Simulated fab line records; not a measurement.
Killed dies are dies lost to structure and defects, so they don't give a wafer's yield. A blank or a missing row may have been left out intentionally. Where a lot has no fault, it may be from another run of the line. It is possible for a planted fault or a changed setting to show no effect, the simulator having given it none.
The tool behind it: which one? ; flow nand_harc ; 36 wafers from 12 lots sampled at 4 of the route's 1159 steps

WHAT EACH GAUGE READ, for each wafer
NHARC_P_CONTACT_OVL_MEAS_13.
lot;measured;on;overlay_x_nm (nm);overlay_y_nm (nm)
L448;day 5 18:06;overlay-02;0.2 1.1 0.9;-0.6 -0.3 -0.3
L449;day 6 07:35;overlay-01;1.5 0.9 0.9;0.5 0.4 0.3
L451;day 6 06:58;overlay-02;1.1 1.0 1.9;0.2 0.5 -0.1
L454;day 7 10:49;overlay-01;0.0 0.1 -0.1;0.9 0.8 -0.8
L456;day 8 04:16;overlay-01;-1.7 -1.5 -1.2;0.9 0.8 0.5
L457;day 8 07:22;overlay-02;-1.8 -1.7 -1.2;0.2 -0.2 -0.8
L459;day 8 17:30;overlay-02;0.8 1.1 0.8;0.7 0.5 0.4
L460;day 8 16:55;overlay-01;-0.6 -0.3 -0.4;-0.1 0.3 0.4
L464;day 9 15:58;overlay-01;0.6 0.2 0.3;-0.5 -0.1 -0.5
L465;day 10 03:14;overlay-01;-0.1 0.2 0.1;-0.7 -0.5 -0.1
L467;day 10 16:29;overlay-01;-0.9 -1.2 -0.7;-0.8 -1.2 -0.7
L470;day 11 02:38;overlay-02;0.6 0.7 1.1;-0.8 -0.2 -0.5

EACH LOT AND THE TOOL THAT RAN IT (in order: tool; ch and the chambers of the sampled wafers; start)
lot;NHARC_P_ZERO_WELL_DESCUM_13;NHARC_P_ZERO_WELL_PEB_35;NHARC_P_ZERO_WELL_DESCUM_39
L448;rie_diel-08 ch 0,1,3, day 1 19:17;litho_track-02 ch 0, day 1 22:12;rie_diel-07 ch 0,2,3, day 1 22:28
L449;rie_diel-08 ch 0,2,3, day 2 01:17;litho_track-05 ch 0, day 2 03:53;rie_diel-08 ch 0,1,3, day 2 04:09
L451;rie_diel-08 ch 1,2,3, day 2 13:25;litho_track-02 ch 0, day 2 16:08;rie_diel-11 ch 1,2, day 2 16:23
L454;rie_diel-11 ch 1,3, day 3 07:24;litho_track-03 ch 0, day 3 10:02;rie_diel-11 ch 1,3, day 3 10:18
L456;rie_diel-08 ch 0,1, day 3 19:26;litho_track-02 ch 0, day 3 22:02;rie_diel-08 ch 1,2,3, day 3 22:20
L457;rie_diel-07 ch 0,1, day 4 01:24;litho_track-02 ch 0, day 4 04:30;rie_diel-11 ch 0,1, day 4 04:46
L459;rie_diel-08 ch 1,2, day 4 13:25;litho_track-02 ch 0, day 4 16:03;rie_diel-08 ch 1,2, day 4 16:18
L460;rie_diel-11 ch 1,2,3, day 4 19:21;litho_track-03 ch 0, day 4 21:49;rie_diel-11 ch 0,3, day 4 22:04
L464;rie_diel-11 ch 0,1,3, day 5 19:17;litho_track-03 ch 0, day 5 21:53;rie_diel-08 ch 1,3, day 5 22:09
L465;rie_diel-07 ch 1,2, day 6 01:16;litho_track-02 ch 0, day 6 03:53;rie_diel-07 ch 0,2,3, day 6 04:10
L467;rie_diel-11 ch 0,2,3, day 6 13:23;litho_track-03 ch 0, day 6 16:09;rie_diel-08 ch 1,2,3, day 6 16:24
L470;rie_diel-11 ch 0,1,3, day 7 07:28;litho_track-02 ch 0, day 7 10:08;rie_diel-07 ch 1,2,3, day 7 10:25
- NHARC_P_ZERO_WELL_DESCUM_13: chemistry O2, time 3 s.
- NHARC_P_ZERO_WELL_PEB_35: peb time 85 s.
- NHARC_P_ZERO_WELL_DESCUM_39: chemistry O2, time 3 s.

AS READ BY THE TOOLS THEMSELVES (means over the sampled wafers that have a number; for cases with no such wafer, the mark the record gives instead)
NHARC_P_ZERO_WELL_DESCUM_13.
lot;tool;drypump_motor_current_A (A);oes_product_au (a.u.);rf_vpp_V (V);showerhead_plenum_p_Torr (Torr);throttle_valve_pct (%)
L448;rie_diel-08;6.1;0.996;57.0;1.97;11.309
L449;rie_diel-08;5.9;0.989;57.9;2.02;11.312
L451;rie_diel-08;6.0;1.003;57.9;1.96;11.301
L454;rie_diel-11;5.9;0.982;57.9;1.98;11.310
L456;rie_diel-08;5.9;1.002;58.3;1.97;11.313
L457;rie_diel-07;5.5;1.010;57.6;1.96;11.318
L459;rie_diel-08;6.0;1.003;57.2;1.90;11.310
L460;rie_diel-11;5.9;0.993;57.5;1.97;11.311
L464;rie_diel-11;5.7;0.996;58.5;1.93;11.304
L465;rie_diel-07;5.4;1.004;58.1;2.04;11.308
L467;rie_diel-11;5.7;0.987;57.9;1.93;11.303
L470;rie_diel-11;5.7;0.987;58.1;1.93;11.309

NHARC_P_ZERO_WELL_PEB_35.
lot;tool;chill_plate_temp_C (C);heater_power_total_W (W);plate_temp_C (C)
L448;litho_track-02;23.16;164.01;118.12
L449;litho_track-05;22.98;164.12;117.96
L451;litho_track-02;22.91;164.13;118.03
L454;litho_track-03;23.16;163.83;117.92
L456;litho_track-02;23.04;164.06;118.11
L457;litho_track-02;22.92;163.96;117.91
L459;litho_track-02;22.93;164.03;117.89
L460;litho_track-03;22.93;163.67;117.95
L464;litho_track-03;23.09;162.59;117.28
L465;litho_track-02;22.91;163.86;118.15
L467;litho_track-03;22.98;162.46;117.17
L470;litho_track-02;23.00;164.14;118.13

NHARC_P_ZERO_WELL_DESCUM_39.
lot;tool;drypump_motor_current_A (A);oes_product_au (a.u.);rf_vpp_V (V);showerhead_plenum_p_Torr (Torr);throttle_valve_pct (%)
L448;rie_diel-07;5.5;1.005;58.6;1.97;11.317
L449;rie_diel-08;6.1;0.995;58.0;1.97;11.309
L451;rie_diel-11;5.9;0.987;57.6;1.96;11.298
L454;rie_diel-11;5.8;0.987;58.1;1.97;11.311
L456;rie_diel-08;6.0;1.008;57.7;1.95;11.314
L457;rie_diel-11;5.7;0.977;58.1;1.89;11.305
L459;rie_diel-08;5.7;1.004;58.4;1.95;11.310
L460;rie_diel-11;5.6;0.990;57.5;1.89;11.321
L464;rie_diel-08;6.4;0.996;58.0;1.96;11.307
L465;rie_diel-07;5.5;1.001;58.5;1.96;11.309
L467;rie_diel-08;6.0;0.994;58.4;1.95;11.318
L470;rie_diel-07;5.7;1.005;56.7;2.04;11.307

THE ANSWER, worked out from the rows above alone
Rule: usual is defined by the lots themselves. Put in order of their means at a reading, lots are off if they are a third of the lots or fewer, leave a main group of 4 or more, and stand apart from it by a gap of 3 or more times the standard deviation of the main group's means; of several such gaps the widest counts. Not used: any main group whose means are identical at the precision the tables above print for the reading. Also off: a lot with no number at a reading for which 4 or more lots have one. The other lots that the step has rows for count as sound. Order of review: gauges by route order, followed by the tools' own readings, for which a lot's mean as printed above is used. At the first step where some lot is off, the reading lying furthest off is the one used; lots without a number count as furthest.
Off, at NHARC_P_ZERO_WELL_PEB_35 on heater_power_total_W: L464, L467. Main group: mean 163.98 W, sd 0.15.
A tool fits if, at that step or a process step before it, it ran every lot that is off, and no sound lot after the first of them. One fits: litho_track-03 at NHARC_P_ZERO_WELL_PEB_35. A fault onset in the window from L460 (day 4 21:49, its last sound lot) to L464 (day 5 21:53, its first lot off) fits.
The tool's own readings at NHARC_P_ZERO_WELL_PEB_35 bear it out: on the lots that are off they differ by more than 5 times the standard deviation of the sound lots' means. heater_power_total_W reads 162.53 W there against 163.98 W on the sound lots; plate_temp_C reads 117.22 C there against 118.02 C on the sound lots.

WHAT THE SIMULATOR PUT IN
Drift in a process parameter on litho_track-03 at NHARC_P_ZERO_WELL_PEB_35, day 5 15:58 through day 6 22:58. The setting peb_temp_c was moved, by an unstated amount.
Struck lots among those shown: L464, L467. The rule given above showed the same thing.
